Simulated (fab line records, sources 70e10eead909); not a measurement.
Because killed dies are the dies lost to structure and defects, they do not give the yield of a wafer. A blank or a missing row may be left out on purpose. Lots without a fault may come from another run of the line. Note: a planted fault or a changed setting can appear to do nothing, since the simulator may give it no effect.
Chamber matching | flow nand-harc | rie-diel-12 running NHARC_P_ZERO_WELL_ETCH_65: 4 sister chambers
The step etches the open film in N2/H2, target depth 80 nm, overetch 24 nm, time 87.88 s. 4 wafers are shown with their chamber, then 7 later ones without.

## WAFERS PAIRED WITH THEIR CHAMBERS
wafer  | chamber | drypump-motor-current-A (A)
L910.6 | 0       | 6.0
L912.6 | 2       | 5.4
L922.1 | 3       | 5.7
L922.3 | 1       | 5.7

## WAFERS MISSING THEIR CHAMBER
wafer  | drypump-motor-current-A (A)
L922.5 | 5.4
L926.2 | 5.7
L926.3 | 5.4
L926.5 | 6.1
L929.2 | 5.7
L929.3 | 6.1
L929.4 | 5.4

## WHICH CHAMBER EACH ONE RAN IN
wafer  | from the rows above     | in truth
L922.5 | 2                       | 2
L926.2 | can't be placed: 1 or 3 | 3
L926.3 | 2                       | 2
L926.5 | 0                       | 0
L929.2 | can't be placed: 1 or 3 | 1
L929.3 | 0                       | 0
L929.4 | 2                       | 2
Correct placement for 5 of the 7. Unplaceable from these rows: 2, with the true chamber sitting among the candidates in 2. Number placed wrongly: 0.
How it was worked out, from the rows above alone: a wafer's distance from a chamber is the root of the sum, over the readings, of the square of ((its reading less the chamber's mean) divided by the reading's scatter). If the next closest chamber is less than 2 further off than the closest, the wafer can't be placed; otherwise it belongs to the closest. A chamber's mean is the mean of its shown wafers. The scatter (one wafer shown for each chamber): square how far every hidden wafer sits from the nearest shown wafer, average those squares and take the square root.
